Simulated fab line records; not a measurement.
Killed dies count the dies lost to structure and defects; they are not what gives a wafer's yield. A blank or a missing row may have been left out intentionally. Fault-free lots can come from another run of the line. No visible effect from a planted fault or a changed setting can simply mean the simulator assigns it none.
Comparing a struck lot with a sound one    flow n5 finfet    27 out of 1938 route steps
Sound: wafers L816.2, L816.3, L816.6. Wafers L810.1, L810.4, L810.5 were the ones struck. The cause comes at the end.
Per side, at each step with rows, come the tool, then ch with its chambers, and then its first start. Under that, the readings that differ: sound wafers    struck wafers    difference of the means    sigmas: that difference in standard deviations of wafers without a fault.
alike: readings with means less than 2 such deviations apart, plus words and numbers identical on both sides. not compared: withheld readings, readings lacking a value on some wafer, bounds such as >300 that could conceal the same value, and numbers that have no deviation in the record and whose values overlap.
Wherever a step has rows on one side only, a row that says differs or no value, or a row with sigmas, the two part there. Numbers that don't overlap but have no deviation are shown without sigmas and don't part them. A reading that every wafer of one side lacks parts them only if that side has two wafers or more.

first, 10 steps without rows for these wafers: N5_BEOL_M1_DESCUM_16 (chemistry O2, time 7 s); N5_BEOL_M1_ETCH_74 (etches underlayer in N2/H2, target depth 6.5 nm, time 5.2 s); N5_BEOL_M1_ETCH_63 (etches SiARC in CF4, target depth 15.6 nm, time 26 s); N5_BEOL_M1_ETCH_64 (etches SOC in N2/H2, target depth 75 nm, overetch 15 nm, time 112.5 s); N5_BEOL_M1_STRIP_65 (strips in N2/H2); N5_BEOL_M1_STRIP_75 (strips in N2/H2); N5_BEOL_M1_STRIP_66 (strips in CF4); N5_BEOL_M1_HM_OPEN_17 (chemistry Cl2/BCl3, target TiN, target depth 20 nm, overetch 6 nm); N5_BEOL_M1_STRIP_19 (strips in O2); N5_BEOL_M1_COAT_67 (time 60 s, resist thk 60 nm).
N5_BEOL_M1_COAT_68: time 60 s, resist thk 12 nm.
  sound on litho track-03 ch 0, day 11 19:19; struck on litho track-02 ch 0, day 10 12:00
reading                                     sound                 struck                difference  sigmas
spin speed rpm (rpm)                        1499.7 1499.4 1500.6  1822.6 1823.0 1823.0  +323.0      +99 or more
model.SiARC_of_BEOL_M1_COAT_68.thk nm (nm)  12 12 12              10.8 10.8 10.8        -1.2        
then, 9 steps without rows for these wafers: N5_BEOL_M1_COAT_76 (time 60 s, resist thk 5 nm); N5_BEOL_M1_COAT_22 (resist thk 30 nm); N5_BEOL_M1_EBR_24; N5_BEOL_M1_SOFTBAKE_23 (time 60 s); N5_BEOL_M1_EXPOSE_25 (exposes mask V0, defocus 5 nm, target cd 24 nm); N5_BEOL_M1_PEB_26 (peb time 60 s); N5_BEOL_M1_DEVELOP_27 (develop time 30 s); N5_BEOL_M1_DESCUM_33 (chemistry O2, time 7 s); N5_BEOL_M1_ETCH_77 (etches underlayer in N2/H2, target depth 6.5 nm, time 5.2 s).
N5_BEOL_M1_ETCH_69: etches SiARC in CF4, target depth 15.6 nm, time 26 s.
  sound on rie diel-06 ch 1,2, day 11 20:25; struck on rie diel-03 ch 0,1,2, day 10 13:30
reading                                       sound              struck             difference  sigmas
etch rf on time s (s)                         26.7 25.1 26.5     23.9 23.8 24.0     -2.2        -4
model.etch.depth nm (nm)                      11.99 12.02 11.98  10.88 10.87 10.89  -1.12       
model.CAR-EUV_of_BEOL_M1_COAT_22.thk nm (nm)  11.2 11 11.2       12.2 12 12         +0.9        
  alike: drypump motor current A, oes product au, rf vpp V, showerhead plenum p Torr, throttle valve pct
  not compared: rf hours counter h
then, 1 step without rows for these wafers: N5_BEOL_M1_ALD_98 (deposits SiO2, target thk 2.5 nm, pulse time 1 s, co reactant pulse time 1 s).
N5_BEOL_M1_ETCHBACK_99: etches SiO2 in CHF3, target depth 5 nm, time 10.4 s.
  sound on rie diel-01 ch 0,2,3, day 12 03:27; struck on rie diel-01 ch 1,2,3, day 10 20:06
reading                                       sound           struck          difference  sigmas
model.CAR-EUV_of_BEOL_M1_COAT_22.thk nm (nm)  10.4 10.2 10.4  11.4 11.4 11.4  +1.1        
  alike: drypump motor current A, oes_f_703_au, oes product au, rf vpp V, showerhead plenum p Torr, throttle valve pct
  not compared: rf hours counter h
N5_BEOL_M1_ETCH_70: etches SOC in N2/H2, target depth 80 nm, overetch 16 nm, time 120 s.
  sound on rie diel-01 ch 0,2,3, day 12 03:29; struck on rie diel-01 ch 1,2,3, day 10 20:08
reading                                     sound        struck   difference  sigmas
model.SiARC_of_BEOL_M1_COAT_68.thk nm (nm)  6.4 6.2 6.2  5 5.2 5  -1          
  alike: drypump motor current A, oes product au, rf vpp V, showerhead plenum p Torr, throttle valve pct
  not compared: rf hours counter h
then, 1 step without rows for these wafers: N5_BEOL_M1_STRIP_71 (strips in N2/H2).
N5_BEOL_M4_RC_MEAS_101:
  sound on prober-02 ch 0, day 13 23:54; struck on prober-01 ch 0, day 12 09:22
reading        sound        struck       difference  sigmas
ION_P (uA/um)  464 458 462  447 447 444  -15         -2
  alike: DIBL_N, DIBL_P, IOFF_N, IOFF_P, ION_N, SS_N, SS_P, VT_N, VT_P
N5_PASSIVATION_PROBE_49:
  the record has rows for the sound wafers here (prober-01, day 18 13:55) and none for the struck ones

WHERE THEY PART
Last at N5_PASSIVATION_PROBE_49 as far as this record goes, first at N5_BEOL_M1_COAT_68.

WHY: what had been put in by the simulator
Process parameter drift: litho track-02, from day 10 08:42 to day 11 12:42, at N5_BEOL_M1_COAT_68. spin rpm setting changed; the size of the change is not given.
